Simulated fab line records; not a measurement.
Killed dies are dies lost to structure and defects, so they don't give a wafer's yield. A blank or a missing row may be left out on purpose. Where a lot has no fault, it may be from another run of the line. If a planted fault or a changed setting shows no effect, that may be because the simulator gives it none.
Matching of chambers -- flow n5-finfet -- 4 sister chambers for N5_SPACER0_ALD_07 on ald-sin-02
The step deposits SiNx, target thk 2 nm. 4 wafers are shown with their chamber, then 11 later ones without.

## WAFERS PAIRED WITH THEIR CHAMBERS
wafer,chamber,heater-power-w (W)
L087.6,2,817
L088.2,0,838
L091.4,1,747
L093.1,3,1029

## WAFERS WHOSE CHAMBER IS MISSING
wafer,heater-power-w (W)
L093.2,830
L093.5,1019
L095.1,826
L095.4,993
L095.5,816
L096.1,802
L096.4,761
L096.6,778
L097.1,849
L097.4,1010
L097.6,990

## EACH ONE'S CHAMBER
wafer,from the rows above,in truth
L093.2,can't be placed: 0 or 2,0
L093.5,3,3
L095.1,can't be placed: 2 or 0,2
L095.4,3,3
L095.5,can't be placed: 2 or 0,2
L096.1,can't be placed: 2 or 0 or 1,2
L096.4,can't be placed: 1 or 2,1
L096.6,can't be placed: 1 or 2 or 0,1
L097.1,can't be placed: 0 or 2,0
L097.4,3,3
L097.6,3,3
Placed correctly: 4 of 11. From these rows, 7 cannot be placed; in 7 the true chamber is one of the candidates. Number placed wrongly: 0.
How it was worked out, from the rows above alone: a wafer's distance from a chamber is the root of the sum, over the readings, of the square of ((its reading less the chamber's mean) divided by the reading's scatter). If the next closest chamber is less than 2 further off than the closest, the wafer can't be placed; otherwise it belongs to the closest. The mean given for a chamber averages the wafers shown for that chamber. The scatter: root of mean squared gap, hidden wafer to nearest shown wafer, with one shown wafer a chamber.
